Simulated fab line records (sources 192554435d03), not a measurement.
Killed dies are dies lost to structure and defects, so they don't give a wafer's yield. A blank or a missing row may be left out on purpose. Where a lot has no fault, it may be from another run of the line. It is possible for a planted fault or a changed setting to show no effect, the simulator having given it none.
What tool caused it? ; flow n5_finfet ; 15 lots, 45 wafers sampled, at 4 steps of a route of 1938

== WHAT THE GAUGES READ, wafer by wafer ==
N5_MIM_TOP_LITHO_INSPECT_12: inspects for defects (macro).
lot;measured;on;raw_defect_count
L453;day 11 15:21;defect_inspect-02;2 3 4
L455;day 12 02:23;defect_inspect-02;1 5 1
L456;day 12 06:31;defect_inspect-01;1 1 1
L457;day 13 00:29;defect_inspect-01;2 5 2
L458;day 13 00:39;defect_inspect-01;4 1 2
L459;day 13 12:30;defect_inspect-01;0 4 0
L460;day 13 22:47;defect_inspect-02;0 4 2
L463;day 13 22:50;defect_inspect-01;4 4 4
L462;day 14 04:31;defect_inspect-01;4 4 2
L464;day 14 19:38;defect_inspect-02;1 3 0
L465;day 15 07:36;defect_inspect-02;6 1 1
L473;day 17 03:26;defect_inspect-01;2 2 5
L475;day 18 00:44;defect_inspect-02;3 9 3
L474;day 18 04:48;defect_inspect-01;0 4 2
L476;day 18 11:56;defect_inspect-02;0 2 2

N5_MIM_BOT_LITHO_INSPECT_12: inspects for defects (macro).
lot;measured;on;raw_defect_count
L453;day 11 16:14;defect_inspect-02;3 4 1
L455;day 12 03:11;defect_inspect-01;5 1 1
L456;day 12 07:22;defect_inspect-02;1 1 2
L457;day 13 01:22;defect_inspect-02;2 0 0
L458;day 13 01:38;defect_inspect-01;0 1 3
L459;day 13 13:14;defect_inspect-01;2 2 1
L460;day 13 23:44;defect_inspect-01;2 2 2
L463;day 13 23:47;defect_inspect-01;4 1 2
L462;day 14 05:23;defect_inspect-01;2 1 2
L464;day 14 20:29;defect_inspect-02;1 4 3
L465;day 15 08:30;defect_inspect-02;1 2 2
L473;day 17 04:18;defect_inspect-02;2 0 1
L475;day 18 01:37;defect_inspect-02;1 3 2
L474;day 18 05:40;defect_inspect-02;3 3 4
L476;day 18 13:17;defect_inspect-02;2 3 1

N5_PASSIVATION_OVL_MEAS_60.
lot;measured;on;TV_OVL (nm)
L453;day 11 20:54;overlay-02;-11 -5 -3
L455;day 12 05:55;overlay-02;-2 -9 -2
L456;day 12 11:13;overlay-02;4 -1 -2
L457;day 13 03:01;overlay-01;6 -8 -2
L458;day 13 07:11;overlay-01;-6 -8 -2
L459;day 13 14:53;overlay-01;-13 -1 -2
L460;day 14 01:19;overlay-02;-4 5 5
L463;day 14 01:21;overlay-01;-9 -13 -6
L462;day 14 09:41;overlay-02;10 12 7
L464;day 14 22:50;overlay-01;13 7 -2
L465;day 15 13:23;overlay-01;2 3 -1
L473;day 17 06:57;overlay-01;- - -
L475;day 18 03:01;overlay-02;- - -
L474;day 18 07:13;overlay-02;- - -
L476;day 18 16:30;overlay-02;5 5 12

== EACH LOT AND THE TOOL THAT RAN IT (in order: tool; ch and the chambers of the sampled wafers; start) ==
lot;N5_PASSIVATION_PEB_08
L453;litho_track-04 ch 0, day 11 20:45
L455;litho_track-03 ch 0, day 12 05:46
L456;litho_track-01 ch 0, day 12 11:04
L457;litho_track-04 ch 0, day 13 02:52
L458;litho_track-03 ch 0, day 13 07:02
L459;litho_track-04 ch 0, day 13 14:44
L460;litho_track-01 ch 0, day 14 01:10
L463;litho_track-03 ch 0, day 14 01:12
L462;litho_track-03 ch 0, day 14 09:32
L464;litho_track-04 ch 0, day 14 22:41
L465;litho_track-04 ch 0, day 15 13:14
L473;litho_track-04, day 17 06:48
L475;litho_track-04, day 18 02:52
L474;litho_track-01, day 18 07:04
L476;litho_track-04 ch 0, day 18 16:21
- N5_PASSIVATION_PEB_08

== AS READ BY THE TOOLS THEMSELVES (means over the sampled wafers that have a number; for cases with no such wafer, the mark the record gives instead) ==
N5_PASSIVATION_PEB_08.
lot;tool;exhaust_pa (Pa)
L453;litho_track-04;46.4
L455;litho_track-03;45.2
L456;litho_track-01;44.8
L457;litho_track-04;44.2
L458;litho_track-03;44.8
L459;litho_track-04;45.5
L460;litho_track-01;44.9
L463;litho_track-03;45.6
L462;litho_track-03;45.6
L464;litho_track-04;44.8
L465;litho_track-04;45.7
L473;litho_track-04;-
L475;litho_track-04;-
L474;litho_track-01;-
L476;litho_track-04;43.6

== THE ANSWER, worked out from the rows above alone ==
Rule: usual is defined by the lots themselves. Put in order of their means at a reading, lots are off if they are a third of the lots or fewer, leave a main group of 4 or more, and stand apart from it by a gap of 3 or more times the standard deviation of the main group's means; of several such gaps the widest counts. A main group whose means are all the same, to the digits that the tables above print for the reading, isn't used. Also off: a lot with no number at a reading for which 4 or more lots have one. Where the step has rows for the other lots, those lots are counted as sound. The gauges are gone through in route order, then the tools' own readings, and for those a lot's mean is taken as printed above. The first step at which some lot is off is used, and at that step the reading that is off furthest; a lot without a number counts as furthest.
Off: L473, L475, L474, at N5_PASSIVATION_OVL_MEAS_60 (TV_OVL). Without a number there: L473, L475, L474. The main group: mean -0 nm, standard deviation 5.7.
A tool fits if, at a process step before that reading, it ran every lot that is off, and no sound lot after the first of them. Not tried: the gauges at N5_PASSIVATION_OVL_MEAS_60; whatever is off there is also off at N5_PASSIVATION_PEB_08, on other tools, and gauge error can't account for it. No candidate that was tried fits.

== WHAT WAS PUT IN BY THE SIMULATOR ==
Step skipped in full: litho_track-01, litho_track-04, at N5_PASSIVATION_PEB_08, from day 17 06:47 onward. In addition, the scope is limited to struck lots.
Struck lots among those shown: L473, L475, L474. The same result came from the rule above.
